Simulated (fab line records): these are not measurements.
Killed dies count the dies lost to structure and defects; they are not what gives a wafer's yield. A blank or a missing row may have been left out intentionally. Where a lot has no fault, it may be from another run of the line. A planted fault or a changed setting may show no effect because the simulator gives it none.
fab line records | flow n5_finfet
record lots=4 | wafers=11 | last_day=18
route steps=1938 shown FIN_SAQP@137 FIN_CUT@154 PASSIVATION@1936
lots with no fault: from the same line, run without faults
start_h: hours from the record's first day to the start of the lot's first wafer shown | wait_h: hours elapsed since this lot's preceding step | " repeats the value in the row above | L1.1+2: a row that stands for several wafers | - no value present, or no start provided | * or withheld: withheld | < > ~ a bound
route shown NAME@n: NAME is a module with steps in the file, n the number in the route of the first one | usual: the fault-free wafers' mean and standard deviation | same: alike in all rows | chamber/n: place in a boat | sites: each site's reading | _std_site: standard deviation across them | _edge_site: inner sites' mean taken away from outer sites' mean | radius_mm: how far each site lies from the wafer's centre | mask NAME#n: copy n | behind: the tool/chamber that last shaped the wafer | hold: why the lot went on hold/how many hours it stayed there/how the hold came to an end | device: whichever transistor did not switch (one of n, p or np) | end of line: the route-end tests of the same wafers | where a step has no rows: the recipe by itself | killed: dies lost to structure and defects at the first sort, not the wafer's yield | map: a wafer's dies, marking killed ones x, the rest . and places with no die _
set.NAME: the setting as run; set.NAME@STEP: as run at that earlier step | model.NAME: the simulator's own value behind a step, which no gauge read
lots seen at some steps along the route; tables by step, rows by wafer
## steps
# step N5_FIN_SAQP_RECESS_71
# recipe chemistry=HF/NH3 | target=SiO2 | target_depth_a=30 | afs_cycles=1 | temp_c=30 | sublimation_temp_c=180 | sublimation_time_s=60
# step N5_FIN_SAQP_SPACER2_ALD_28
# recipe material=SiO2 | target_thk_a=81 | temp_c=300 | ald_precursor_family=BDEAS | ald_co_reactant=O2-plasma | pulse_time_s=1 | purge_time_s=2 | co_reactant_purge_time_s=2 | pressure_torr=2
# step N5_FIN_SAQP_SPACER2_ETCHBACK_29
# recipe chemistry=CHF3/O2 | mode=anisotropic_etchback | target=SiO2 | target_depth_a=122 | time_s=6.1 | pressure_mtorr=30 | source_w=650 | bias_w=170 | Ar_flow_sccm=200 | CHF3_flow_sccm=50 | O2_flow_sccm=5 | ion_energy_ev=200
# step N5_FIN_SAQP_MANDREL2_REMOVE_60
# recipe chemistry=HBr/Cl2/O2 | bt_time_s=10 | target=a-Si | stop_on=SiNx | endpoint=OES-SiCl | over_etch_frac=1 | icp_w=600 | bias_w=22 | HBr_flow_sccm=150 | Cl2_flow_sccm=80 | O2_flow_sccm=5 | pressure_mtorr=10
# step N5_FIN_SAQP_HM_OPEN_33
# recipe chemistry=CH3F/O2 | target=SiNx | mask_material=SiO2 | target_depth_a=494 | time_s=70.6 | pressure_mtorr=30 | source_w=395 | bias_w=73 | Ar_flow_sccm=150 | CH3F_flow_sccm=30 | O2_flow_sccm=20 | ion_energy_ev=120 | ends=cleared
# step N5_FIN_SAQP_ETCH_34
# recipe chemistry=C4F6/O2 | target=SiO2 | target_depth_a=450 | time_s=15 | ion_energy_ev=250 | pressure_mtorr=30 | source_w=345 | bias_w=185 | Ar_flow_sccm=300 | C4F6_flow_sccm=10 | O2_flow_sccm=10 | ends=cleared
# step N5_FIN_SAQP_STRIP_77
# recipe chemistry=N2/H2 | time_s=90 | power_w=100 | temp_c=40 | pressure_mtorr=100 | rf_frequency_hz=6e+07 | bias_power_w=3 | n2_flow_sccm=300 | h2_flow_sccm=300
# step N5_FIN_SAQP_ETCH_64
# recipe chemistry=CF4 | target=SiO2 | target_depth_a=15 | ion_energy_ev=350 | pressure_mtorr=10 | icp_w=800 | bias_w=400 | cf4_flow_sccm=80
# step N5_FIN_SAQP_FIN_ETCH_36
# recipe chemistry=HBr/Cl2/O2 | target_depth_a=1200 | mask_material=SiNx | time_s=50.4 | bias_w=102 | pressure_mtorr=10 | icp_w=800 | HBr_flow_sccm=150 | Cl2_flow_sccm=80 | O2_flow_sccm=12
# step N5_FIN_SAQP_PRECLEAN_38
# recipe chemistry=O3/DIW | time_s=45 | temp_c=22 | o3_ppm=10
lot.wafer  | tool         | chamber | start_h | wait_h
L341.4+5   | wet_bench-04 | 3,0     | 110.71  | 0.1
L344.2+3+6 | wet_bench-04 | 7,6,1   | 129.42  | 0.0
L345.1+3+5 | wet_bench-04 | 6,3,1   | 136.04  | 0.0
L350.1+4+5 | wet_bench-05 | 1,2,4   | 164.67  | 0.0
# step N5_FIN_SAQP_PRECLEAN_45
# recipe chemistry=dHF | time_s=10 | dilution=500:1 | temp_c=25
# step N5_FIN_SAQP_SRD_39
# recipe dry=ipa_marangoni | time_s=30 | temp_c=23 | rinse_liquid=diw
# step N5_FIN_SAQP_INSPECT_40
# recipe inspect_instrument=brightfield | mode=aei
# usual raw_defect_count=230/65
lot.wafer | tool              | chamber | start_h | wait_h | raw_defect_count
L341.4    | defect_inspect-02 | -       | 110.80  | 0.0    | 217
L341.5    | "                 | -       | "       | "      | 183
L344.2    | defect_inspect-01 | -       | 129.51  | 0.0    | 258
L344.3    | "                 | -       | "       | "      | 1467
L344.6    | "                 | -       | "       | "      | 375
L345.1    | defect_inspect-02 | -       | 136.13  | 0.0    | 1273
L345.3    | "                 | -       | "       | "      | 169
L345.5    | "                 | -       | "       | "      | 195
L350.1    | defect_inspect-01 | -       | 164.76  | 0.0    | 155
L350.4    | "                 | -       | "       | "      | 171
L350.5    | "                 | -       | "       | "      | 134
# step N5_FIN_CUT_COAT_18
# recipe resist=SOC | temp_c=250 | time_s=60 | spin_rpm=1500 | resist_thk_nm=230
# step N5_FIN_CUT_COAT_19
# recipe resist=SiARC | temp_c=220 | time_s=60 | spin_rpm=1500 | resist_thk_nm=20
# step N5_FIN_CUT_COAT_29
# recipe resist=underlayer | temp_c=205 | time_s=60 | spin_rpm=1500 | resist_thk_nm=10
# step N5_FIN_CUT_COAT_02
# recipe resist=CAR-EUV | spin_rpm=1500 | resist_thk_nm=30
# step N5_FIN_CUT_EBR_04
# recipe solvent=PGMEA | ebr_width_mm=1.5
# step N5_FIN_CUT_SOFTBAKE_03
# recipe temp_c=110 | time_s=60 | resist=CAR-EUV
# step N5_FIN_CUT_EXPOSE_05
# recipe mask_id=FIN_CUT | na=0.33 | source_shape=annular | sigma_inner=0.35 | sigma_outer=0.8 | polarization=unpolarized | dose_mj=45.75
# step N5_FIN_CUT_PEB_06
# recipe peb_temp_c=100 | peb_time_s=60 | resist=CAR-EUV
# step N5_FIN_CUT_DEVELOP_07
# recipe develop_time_s=30 | developer=TMAH | resist=CAR-EUV | rinse_liquid=surfactant_rinse | dry=air_spin | dev_temp_c=23
# step N5_FIN_CUT_INSPECT_10
# recipe mode=adi | inspect_instrument=brightfield
# usual raw_defect_count=43/11
lot.wafer | tool              | chamber | start_h | wait_h | raw_defect_count
L341.4    | defect_inspect-02 | -       | 111.19  | 0.0    | 37
L341.5    | "                 | -       | "       | "      | 29
L344.2    | defect_inspect-01 | -       | 129.90  | 0.0    | 43
L344.3    | "                 | -       | "       | "      | 1148
L344.6    | "                 | -       | "       | "      | 82
L345.1    | defect_inspect-02 | -       | 136.57  | 0.1    | 1122
L345.3    | "                 | -       | "       | "      | 41
L345.5    | "                 | -       | "       | "      | 42
L350.1    | defect_inspect-02 | -       | 165.28  | 0.1    | 28
L350.4    | "                 | -       | "       | "      | 49
L350.5    | "                 | -       | "       | "      | 16
# step N5_FIN_CUT_DESCUM_13
# recipe chemistry=O2 | time_s=7 | source_power_w=50 | bias_power_w=20 | pressure_mtorr=20 | rf_frequency_hz=2.712e+07 | temp_c=40 | resist=CAR-EUV | o2_flow_sccm=225
# step N5_PASSIVATION_PROBE_49
# usual killed_at_M0_to_M3=35/11 | killed_at_M4_up=14/5.4 | killed_at_contacts=13/6 | killed_at_front_end=38/11 | killed_at_other=3.4/2.6 | killed_dies=104/19 | killed_open=68/13 | killed_short=34/8.5
# same gross_dies=1180 | killed_at_back_side=0
lot.wafer | tool      | chamber | start_h | wait_h | killed_at_M0_to_M3 | killed_at_M4_up | killed_at_contacts | killed_at_front_end | killed_at_other | killed_dies | killed_open | killed_short
L345.1    | prober-02 | -       | 408.28  | 0.0    | 38                 | 2               | 11                 | 158                 | 4               | 213         | 57          | 25
L344.3    | prober-01 | -       | 410.33  | 0.1    | 17                 | 8               | 5                  | 184                 | 5               | 219         | 43          | 34
# killed by level:class
L345.1 FIN_SAQP:unspecified=131 STI_FIN_REVEAL:geometric_particle:open=11 BEOL_M3:geometric_particle:open=10 MOL_CONTACT_COAG:geometric_particle:open=9 BEOL_M0_SAQP:geometric_particle:short=9 BEOL_M0_SAQP:geometric_particle:open=8 ILD0:geometric_particle:open=4 BEOL_M1:geometric_particle:open=3
L344.3 FIN_SAQP:unspecified=132 FIN_SAQP:geometric_particle:short=13 HKMG_FIN:area_etch=9 ILD0:geometric_particle:short=6 FIN_SAQP:geometric_particle:open=5 DUMMY_GATE:geometric_particle:open=5 BEOL_M3:geometric_particle:open=4 BEOL_M0_SAQP:geometric_particle:open=3
# map L344.3 (x killed, . not)
_________________.......xxxxx________________
______________........xxxxxxxxxx_____________
___________...........xxxxxxxxxxxxx__________
__________......x..x..xxxxxxxxxxxx.x_________
________............xxxxxxxxxxxxxxxx.._______
_______............xxxxxxxxxxxxxxxx..x.______
______.............x.xxxxxxxxxxxxxx....._____
_____.......x........xxxxxxxxxxxxxx......____
____...x......x........xxxxxxxxxx.x.x.x...___
___x....xx...x..........xxxxxxxx.x.x...xx..__
___...........x........xx.xx.x.x...........__
__.x............x....x...x.x.x....x........._
__.......x.x..x......x...x..x..........x...x_
_......x...................x..............x..
_...x......x......x..........................
_...........x.x........x...x.....x...........
_..x.....x...................................
_.xx.........x..x........x...................
_.......xx....xx.......x........x............
_...........xx........................x.x....
_..............xxx...........................
__.............x.x.......................x.._
__..x......................x..........x....._
___..........................x..x....x.....__
___.x....................x.................__
____......................................___
_____....x.............x..x..xx.......x..____
______......x................x........x._____
_______.............x..................______
________....x....x...................._______
__________.....x..................x._________
___________..x.....................__________
______________...x....x........._____________
_________________..........x.________________
# map L345.1 (x killed, . not)
_________________..x....xx.x.________________
______________.........xxxxxxxxx_____________
___________.........xxxxxxxxxxxxxxx__________
__________...x.......xxxxxxxxxxxxxxx_________
________...........x..xxxxxxxxxxxxx.x._______
_______.....xx.......xxxxxxxxxxxxxxx...______
______..............xxxxxxxxxxxxxx.x.x.._____
_____...............xxxxxxxxxxxxxx...x.x.____
____.........x......x..xxxxxxxxxxx........___
___............x..x..x.xxxxxxxxx.x.........__
___.x......x........x..x.xx.xxx..xxx....x..__
__.............x......x........x.x..xx.x...._
__.......x....x.......x................x...._
_................xx................x.........
_........x.x............xx...................
_......x...........x..................x......
_............................x...........x...
_............................................
_..............xx.........................x..
_.......x....................................
_.x....................................x.....
__............................x....x.....x.._
__.........................x.........x......_
___......x...............xx.x..............__
___..........x..................x..........__
____.x...............................x....___
_____.........x..............x.....x.....____
______..x...........x.............x..x.._____
_______.x......x...........x...........______
________x..xx...x...xx.......x........_______
__________.........................._________
___________.......x.....xx.x.x.....__________
______________......x..........._____________
_________________...x........________________
## key
first_sign step=N5_FIN_SAQP_INSPECT_40 | reading=raw_defect_count | direction=up | sigmas=17 | usual=230 | struck=1370
effect step=N5_FIN_CUT_INSPECT_10 | reading=raw_defect_count | direction=up | sigmas=96 | usual=43 | struck=1135
effect step=N5_PASSIVATION_PROBE_49 | reading=killed_at_front_end | direction=up | sigmas=12 | usual=38 | struck=171
more_kills_born_at N5_FIN_SAQP_PRECLEAN_38@wet_bench-04=263
met_at N5_FIN_SAQP_PRECLEAN_38
struck_wafers L344.3,L345.1
tester_left_out L344,L345
fault kind=chamber_particle_source | tool=wet_bench-04 | chamber=6 | onset_h=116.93 | steps=N5_FIN_SAQP_PRECLEAN_38 | rate_per_visit_cm2=1.6245 | end_h=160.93
# tester_left_out: of these lots the tester's yield and bins aren't shown, on N5 and GAA mostly nor the transistor test; their killed dies are dies lost to structure and defects alone, not to doping, threshold or leakage, so they don't give the yield
